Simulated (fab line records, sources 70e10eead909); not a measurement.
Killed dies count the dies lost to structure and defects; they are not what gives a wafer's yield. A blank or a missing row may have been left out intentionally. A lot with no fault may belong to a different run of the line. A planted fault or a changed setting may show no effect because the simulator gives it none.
2 desks, one fault ; flow nandHarc ; what lay behind the numbers comes last; until then each desk has only its own

== THE DEFECT DESK ==
Lot by lot, what the route's inspections counted, given as the mean of those sampled wafers with a number. If a lot's mean is further than 4 standard deviations from the usual mean, the lot is out of limits and carries the mark OUT (the distance appears in the brackets).
Columns: A = rawDefectCount at NHARC_A_STAIRCASE_INSPECT_155, usual 402
lot;first seen here;A
L260;day 19 10:01;357
L268;day 23 02:43;451
L267;day 23 02:44;551
L269;day 24 02:08;273
L271;day 24 05:14;578
L273;day 25 08:49;467
L274;day 25 08:50;387
L275;day 26 09:19;335
L276;day 26 09:37;529
L278;day 26 23:20;295
L280;day 27 17:17;502
L279;day 27 17:26;249
L281;day 28 08:15;342
L282;day 29 00:51;311
This desk's finding: nothing out of limits on any of the 14 lots.

== DESK OF THE TOOL OWNER: rieDiel-05 ==
The tool's own readings at NHARC_A_SGD_CUT_ETCH_58 (etches the open film in CF4, target depth 39 nm, time 65 s): means of the sampled wafers that have a number, for each lot that ran on this tool. If a lot's mean is further than 4 standard deviations from the usual mean, the lot is out of limits and carries the mark OUT (the distance appears in the brackets).
Columns: A = drypumpMotorCurrentA at NHARC_A_SGD_CUT_ETCH_58, usual 5.65 A; B = oesProductAu at NHARC_A_SGD_CUT_ETCH_58, usual 0.996 a.u.; C = rfVppV at NHARC_A_SGD_CUT_ETCH_58, usual 151.3 V; D = showerheadPlenumPTorr at NHARC_A_SGD_CUT_ETCH_58, usual 1.78 Torr; E = throttleValvePct at NHARC_A_SGD_CUT_ETCH_58, usual 13.284 %
lot;first seen here;A;B;C;D;E
L267;day 23 03:49;5.50;0.905 (-12) OUT;151.3;1.81;13.290
L269;day 24 03:06;5.53;0.806 (-26) OUT;151.1;1.81;13.298
L278;day 27 00:23;5.50;0.988;152.0;1.80;13.290
L279;day 27 18:41;5.56;0.990;153.3;1.82;13.288
L281;day 28 09:19;5.48;1.000;151.9;1.79;13.275
Finding of this desk: L267, L269 out of limits; the first was L267 at day 23 03:49, on oesProductAu at NHARC_A_SGD_CUT_ETCH_58. Within limits: L278, L279, L281.

== BROUGHT TOGETHER ==
An alarm could have come from the tool owner's desk at day 23 03:49, on L267, L269.
Nothing the defect desk looked at was out of limits.
The defect desk has L267, L269 on record, within its limits.
Every lot named ran NHARC_A_SGD_CUT_ETCH_58 on rieDiel-05.

== WHAT THE SIMULATOR HAD INSERTED ==
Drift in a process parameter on rieDiel-05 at NHARC_A_SGD_CUT_ETCH_58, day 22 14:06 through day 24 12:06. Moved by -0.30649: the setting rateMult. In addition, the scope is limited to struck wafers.
Lots struck among those shown: L267, L269.
Time in hours from fault onset to the first out-of-limits reading at each desk: the tool owner's desk, 14.
